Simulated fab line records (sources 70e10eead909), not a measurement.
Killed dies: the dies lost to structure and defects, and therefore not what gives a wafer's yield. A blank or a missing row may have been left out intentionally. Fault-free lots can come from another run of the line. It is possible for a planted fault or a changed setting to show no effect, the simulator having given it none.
The tool behind it: which one?	flow nandHarc	6 lots, 18 wafers sampled, at 3 steps of a route of 1302

== WHAT THE GAUGES READ, wafer by wafer ==
NHARC_THIN_TSV_CD_MEAS_12: target cd 1000 nm.
lot	measured	on	cdNm (nm)
L547	day 24 21:38	cdSem-03	1000.0 1001.2 999.5
L550	day 26 00:28	cdSem-01	996.0 995.4 1002.9
L555	day 27 11:49	cdSem-03	1001.5 995.6 1001.1
L559	day 29 19:22	cdSem-03	994.2 993.4 1000.9
L563	day 31 00:56	cdSem-03	999.1 995.1 1000.1
L567	day 32 22:00	cdSem-02	1000.1 1002.7 1000.2

== EACH LOT AND THE TOOL THAT RAN IT (in order: tool; ch and the chambers of the sampled wafers; start) ==
lot	NHARC_P_M0_PRE_CLEAN_29	NHARC_HYBRID_BOND_ACTIVATE_00
L547	pvdSputter-02, day 7 05:41	rieDiel-10 ch 0,2, day 24 09:55
L550	pvdSputter-02, day 8 03:31	rieDiel-09 ch 0,1,2, day 25 12:19
L555	pvdSputter-02, day 10 07:10	rieDiel-10 ch 0,2,3, day 26 23:49
L559	pvdSputter-02, day 12 03:32	rieDiel-10 ch 0,1,2, day 29 07:23
L563	pvdSputter-03, day 13 10:55	rieDiel-10 ch 1,2,3, day 30 12:53
L567	pvdSputter-01, day 15 08:49	rieDiel-10 ch 0,2,3, day 32 09:35
- NHARC_P_M0_PRE_CLEAN_29: time 30 s.
- NHARC_HYBRID_BOND_ACTIVATE_00: chemistry N2, time 60 s.

== THE ANSWER, worked out from the rows above alone ==
Rule: what is usual is taken from the lots themselves. Put in order of their means at a reading, lots are off if they are a third of the lots or fewer, leave a main group of 4 or more, and stand apart from it by a gap of 3 or more times the standard deviation of the main group's means; of several such gaps the widest counts. If all means in a main group match to the digits the tables above print for the reading, that group is not used. Also off: a lot with no number at a reading for which 4 or more lots have one. Where the step has rows for the other lots, those lots are counted as sound.
None of the lots is off at any reading shown; this tells nothing.

== WHAT THE SIMULATOR HAD INSERTED ==
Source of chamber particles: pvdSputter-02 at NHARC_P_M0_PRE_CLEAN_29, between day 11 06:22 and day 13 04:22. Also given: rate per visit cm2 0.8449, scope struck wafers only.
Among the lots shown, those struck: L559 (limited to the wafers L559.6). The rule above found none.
